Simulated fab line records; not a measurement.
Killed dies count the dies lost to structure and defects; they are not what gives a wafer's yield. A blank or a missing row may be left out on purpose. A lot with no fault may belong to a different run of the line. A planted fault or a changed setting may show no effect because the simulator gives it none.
Matching of chambers    flow n5Finfet    rieSi-02 running N5_FIN_SAQP_ETCH_65: 4 sister chambers
The step etches SiO2 in CF4, target depth 4 nm, time 4.4 s. 8 wafers are shown with their chamber, then 12 later ones without.

== WAFERS PAIRED WITH THEIR CHAMBERS ==
wafer   chamber  drypumpMotorCurrentA (A)  throttleValvePct (%)
L084.3  0        6.3                       21.79
L084.5  2        5.8                       21.60
L085.2  1        6.0                       21.91
L085.3  3        5.4                       21.63
L085.6  2        5.8                       21.60
L086.3  1        6.0                       21.91
L086.5  3        5.4                       21.65
L086.6  0        6.2                       21.80

== WAFERS WITHOUT THEIR CHAMBER ==
wafer   drypumpMotorCurrentA (A)  throttleValvePct (%)
L090.2  6.0                       21.90
L090.3  5.8                       21.59
L090.6  6.2                       21.79
L094.1  6.0                       21.92
L094.3  5.8                       21.59
L094.4  6.3                       21.81
L095.1  5.9                       21.89
L095.3  6.3                       21.78
L095.6  5.4                       21.65
L097.2  5.4                       21.65
L097.3  6.0                       21.91
L097.6  5.8                       21.59

== WHICH CHAMBER EACH ONE RAN IN ==
wafer   from the rows above  in truth
L090.2  1                    1
L090.3  2                    2
L090.6  0                    0
L094.1  1                    1
L094.3  2                    2
L094.4  0                    0
L095.1  1                    1
L095.3  0                    0
L095.6  3                    3
L097.2  3                    3
L097.3  1                    1
L097.6  2                    2
Correctly placed: 12 of 12. From these rows, 0 cannot be placed. Wrongly placed: 0.
How it was worked out, from the rows above alone: a wafer's distance from a chamber is the root of the sum, over the readings, of the square of ((its reading less the chamber's mean) divided by the reading's scatter). The wafer belongs to the nearest chamber; if the next one is less than 2 further off, it can't be placed. A chamber's mean is the mean of its shown wafers. The scatter: take each reading less its chamber's mean, square it, sum over the shown wafers, divide by the number of wafers less the number of chambers, and take the root.
